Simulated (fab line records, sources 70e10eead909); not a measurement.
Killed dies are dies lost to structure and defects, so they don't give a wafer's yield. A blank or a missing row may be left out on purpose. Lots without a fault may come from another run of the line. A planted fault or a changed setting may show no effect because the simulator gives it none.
A struck lot beside a sound one | flow nand_harc | 27 steps out of a route of 1302
Sound: wafers L652.1, L652.2, L652.5. Struck: wafer L660.6. (L660.2, L660.4 of the same lot were not struck and are left out.) The cause comes at the end.
At each step with rows: each side's tool, then ch and its chambers, then its first start. Under that, the readings that differ: sound wafers | struck wafers | difference of the means | sigmas: that difference in standard deviations of wafers without a fault.
alike: readings whose means differ by less than 2 such deviations, and words and numbers that are the same on both sides. not compared: withheld readings, readings that some wafer has no value for, bounds like >300 that may hide the same value, and numbers for which the record gives no deviation and whose values overlap.
The two part at a step that has a row with sigmas, a row that says differs or no value, or rows on one side only. Numbers that don't overlap but have no deviation are shown without sigmas and don't part them. A reading that every wafer of one side lacks parts them only if that side has two wafers or more.

NHARC_P_ZERO_WELL_INSPECT_43:
  sound on defect_inspect-02, day 2 23:45; struck on defect_inspect-01, day 6 07:56
  alike: raw_defect_count
then, 11 steps without rows for these wafers: NHARC_P_STI_ETCH_26 (etches SiO2 in dHF, target depth 11 nm); NHARC_P_STI_PRECLEAN_27 (cleans in SC1); NHARC_P_STI_SRD_28; NHARC_P_STI_OXIDE_29 (material SiO2, target thk 10 nm, ox time 1362 s); NHARC_P_STI_HM_DEP_30 (deposits Si3N4, target thk 80 nm, time 873 s); NHARC_P_STI_DEHYDRATE_01 (time 120 s); NHARC_P_STI_HMDS_02 (time 30 s); NHARC_P_STI_COAT_41 (time 65 s); NHARC_P_STI_COAT_03 (resist thk 600 nm); NHARC_P_STI_SOFTBAKE_04 (time 70 s); NHARC_P_STI_EBR_05.
NHARC_P_STI_EXPOSE_06: exposes mask P STI, target cd 200 nm.
  sound on krf_scanner-02 ch 0, day 3 18:43; struck on krf_scanner-02 ch 0, day 6 23:42
  alike: mask
then, 2 steps without rows for these wafers: NHARC_P_STI_PEB_07 (peb time 80 s); NHARC_P_STI_DEVELOP_08 (time 50 s).
NHARC_P_STI_CD_MEAS_09: target cd 200 nm.
  sound on cd_sem-01 ch 0, day 3 18:52; struck on cd_sem-02 ch 0, day 6 23:51
  reading    | sound             | struck | difference | sigmas
  cd_nm (nm) | 201.4 200.7 203.6 | 160.7  | -41.2      | -18
NHARC_P_STI_OVL_MEAS_10:
  sound on overlay-01, day 3 18:57; struck on overlay-01, day 6 23:56
  alike: overlay_x_nm, overlay_y_nm
NHARC_P_STI_INSPECT_11:
  sound on defect_inspect-01, day 3 18:59; struck on defect_inspect-01, day 6 23:58
  reading          | sound | struck | difference | sigmas
  raw_defect_count | 1 4 5 | 14     | +11        | +4
then, 1 step without rows for these wafers: NHARC_P_STI_HARDBAKE_13 (time 65 s).
NHARC_P_STI_DESCUM_14: chemistry O2, time 3 s.
  sound on rie_diel-04 ch 1,3, day 3 19:07; struck on rie_diel-08 ch 0, day 7 00:07
  reading                | sound           | struck | difference | sigmas
  model.P_STI.cd_nm (nm) | 201.5 201 203.6 | 160    | -42        |
  alike: drypump_motor_current_A, oes_product_au, rf_vpp_V, showerhead_plenum_p_Torr, throttle_valve_pct
  not compared: rf_hours_counter_h
NHARC_P_STI_ETCH_42: etches the open film in N2/H2, target depth 80 nm, overetch 24 nm, time 61 s.
  sound on rie_diel-04 ch 0,2, day 3 19:13; struck on rie_diel-08 ch 2, day 7 00:11
  alike: bias_w, drypump_motor_current_A, oes_product_au, rf_vpp_V, showerhead_plenum_p_Torr, throttle_valve_pct
  not compared: rf_hours_counter_h
NHARC_P_STI_ETCH_31: etches the open film in CF4/CHF3, target depth 108.9 nm, time 54.5 s.
  sound on rie_diel-04 ch 0,2; struck on rie_diel-08 ch 2
  alike: bias_w, drypump_motor_current_A, oes_product_au, rf_vpp_V, showerhead_plenum_p_Torr, throttle_valve_pct
  not compared: rf_hours_counter_h
NHARC_P_STI_ETCH_15: etches the open film in HBr/Cl2, target depth 300 nm, time 100.1 s.
  sound on rie_si-02 ch 1,3, day 3 19:25; struck on rie_si-01 ch 1, day 7 00:24
  reading                      | sound           | struck | difference | sigmas
  he_backside_leak_sccm (sccm) | 2.9 5.5 2.9     | 2.3    | -1.5       | -4
  model.P_STI.cd_nm (nm)       | 203 201.8 203.5 | 160.3  | -42.5      |
  alike: bias_w, drypump_motor_current_A, oes_product_au, throttle_valve_pct
  not compared: rf_hours_counter_h
NHARC_P_STI_CD_MEAS_16:
  sound on cd_sem-02, day 3 19:34; struck on cd_sem-03, day 7 00:33
  reading    | sound             | struck | difference | sigmas
  cd_nm (nm) | 203.1 201.7 203.5 | 160.7  | -42.1      | -16
NHARC_P_STI_OCD_MEAS_17:
  sound on ocd-02, day 3 19:38; struck on ocd-02, day 7 00:38
  reading                | sound             | struck | difference | sigmas
  trench_foot_cd_nm (nm) | 158.8 157.6 161.7 | 118.4  | -41.0      | -17
then, 1 step without rows for these wafers: NHARC_P_STI_STRIP_19 (strips in SPM, time 900 s).
-- the record jumps here: 22 days lie between the struck wafers' starts before and after (it left off in module P_STI and takes up again in module END, whose first step shown is number 1302 of the route) --
NHARC_END_SORT_01:
  the record has rows for the struck wafers here (prober-02 ch 0, day 28 16:04) and none for the sound ones

WHERE THEY PART
First at NHARC_P_STI_CD_MEAS_09; last, within this record, at NHARC_END_SORT_01.

WHY: what the simulator had put in
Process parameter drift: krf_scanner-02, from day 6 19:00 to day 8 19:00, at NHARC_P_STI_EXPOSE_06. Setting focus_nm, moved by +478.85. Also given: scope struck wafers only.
